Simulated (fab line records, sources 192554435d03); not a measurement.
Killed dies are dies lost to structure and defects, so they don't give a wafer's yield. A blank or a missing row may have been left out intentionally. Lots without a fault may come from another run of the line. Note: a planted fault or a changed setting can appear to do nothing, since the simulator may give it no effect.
Matching of chambers | flow n5_finfet | N5_SDB_STRIP_21 on rie_diel-05 has 4 sister chambers
The step strips in CF4. 4 wafers are shown with their chamber, then 8 later ones without.

== WAFERS, EACH WITH ITS CHAMBER ==
wafer  | chamber | showerhead_plenum_p_Torr (Torr)
L083.4 | 2       | 1.77
L085.4 | 1       | 1.83
L087.4 | 0       | 1.87
L088.1 | 3       | 1.76

== WAFERS WITHOUT THEIR CHAMBER ==
wafer  | showerhead_plenum_p_Torr (Torr)
L088.2 | 1.83
L088.5 | 1.76
L092.2 | 1.76
L092.4 | 1.86
L092.5 | 1.76
L093.1 | 1.76
L093.4 | 1.86
L093.5 | 1.83

== WHICH CHAMBER EACH WENT THROUGH ==
wafer  | from the rows above | in truth
L088.2 | 1                   | 1
L088.5 | 3                   | 3
L092.2 | 3                   | 3
L092.4 | 0                   | 0
L092.5 | 3                   | 3
L093.1 | 3                   | 3
L093.4 | 0                   | 0
L093.5 | 1                   | 1
Correct placement for 8 of the 8. Number that these rows cannot place: 0. 0 placed wrongly.
How it was worked out, from the rows above alone: a wafer's distance from a chamber is the root of the sum, over the readings, of the square of ((its reading less the chamber's mean) divided by the reading's scatter). If the next closest chamber is less than 2 further off than the closest, the wafer can't be placed; otherwise it belongs to the closest. The mean given for a chamber averages the wafers shown for that chamber. The scatter: root of mean squared gap, hidden wafer to nearest shown wafer, with one shown wafer a chamber.
